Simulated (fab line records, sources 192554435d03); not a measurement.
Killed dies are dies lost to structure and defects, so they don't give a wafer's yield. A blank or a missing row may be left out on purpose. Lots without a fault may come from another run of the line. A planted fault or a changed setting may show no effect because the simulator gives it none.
A struck lot beside a sound one | flow n5_finfet | 19 steps out of a route of 1938
Sound: wafers L539.1, L539.3, L539.6. Struck: wafers L549.1, L549.2, L549.6. The cause comes at the end.
At each step with rows: each side's tool, then ch and its chambers, then its first start. Under that, the readings that differ: sound wafers | struck wafers | difference of the means | sigmas: that difference in standard deviations of wafers without a fault.
alike: readings whose means differ by less than 2 such deviations, and words and numbers that are the same on both sides. not compared: withheld readings, readings that some wafer has no value for, bounds like >300 that may hide the same value, and numbers for which the record gives no deviation and whose values overlap.
The two part at a step that has a row with sigmas, a row that says differs or no value, or rows on one side only. Numbers that don't overlap but have no deviation are shown without sigmas and don't part them. A reading that every wafer of one side lacks parts them only if that side has two wafers or more.

first, 9 steps without rows for these wafers: N5_BEOL_M14_DESCUM_15 (chemistry O2, time 7.9 s); N5_BEOL_M14_ETCH_59 (etches BARC in N2/H2, target depth 89 nm, overetch 26.7 nm, time 67.9 s); N5_BEOL_M14_VIA_ETCH_16 (etches SiO2 in C4F8/O2/Ar, target depth 1231.3 nm); N5_BEOL_M14_STRIP_63 (strips in O2); N5_BEOL_M14_STRIP_64 (strips in O2); N5_BEOL_M14_STRIP_71 (strips in post etch residue remover, time 60 s); N5_BEOL_M14_SRD_72 (time 30 s, dry time 30 s); N5_BEOL_M14_COAT_65 (time 60 s, resist thk 450 nm); N5_BEOL_M14_COAT_66 (time 60 s, resist thk 110 nm).
N5_BEOL_M14_COAT_22: resist thk 300 nm.
  sound on litho_track-01 ch 0, day 13 23:31; struck on litho_track-01 ch 0, day 18 21:14
  reading                                    | sound                | struck               | difference | sigmas
  spin_speed_rpm (rpm)                       | 2886.0 2888.3 2888.4 | 2705.8 2706.5 2707.8 | -180.9     | -79
  model.coat_of_BEOL_M14_COAT_22.thk_nm (nm) | 300.2 301.2 300.6    | 311.6 310.4 311      | +10.3      |
then, 7 steps without rows for these wafers: N5_BEOL_M14_EBR_24; N5_BEOL_M14_SOFTBAKE_23 (time 60 s); N5_BEOL_M14_EXPOSE_25 (exposes mask M14, target cd 280 nm); N5_BEOL_M14_PEB_26 (peb time 90 s); N5_BEOL_M14_DEVELOP_27 (develop time 45 s); N5_BEOL_M14_HARDBAKE_32 (time 120 s); N5_BEOL_M14_DESCUM_33 (chemistry O2, time 7.9 s).
N5_BEOL_M14_ETCH_67: etches SiARC in CF4, target depth 143 nm, time 238.3 s.
  sound on rie_diel-06 ch 0,1, day 14 00:05; struck on rie_diel-03 ch 2,3, day 18 21:44
  reading                                    | sound             | struck          | difference | sigmas
  model.coat_of_BEOL_M14_COAT_22.thk_nm (nm) | 211.4 212.6 211.8 | 222.8 221.2 222 | +10.1      |
  alike: drypump_motor_current_A, etch_rf_on_time_s, oes_product_au, rf_vpp_V, showerhead_plenum_p_Torr, throttle_valve_pct
  not compared: rf_hours_counter_h
then, 1 step without rows for these wafers: N5_BEOL_M14_ETCH_68 (etches SOC in N2/H2, time 450 s).

WHERE THEY PART
Only at N5_BEOL_M14_COAT_22, within this record. Later steps at which nothing parts them and some readings are alike: N5_BEOL_M14_ETCH_67.

WHY: what the simulator had put in
Process parameter drift: litho_track-01, from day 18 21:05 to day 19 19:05, at N5_BEOL_M14_COAT_22. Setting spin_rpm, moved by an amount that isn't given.
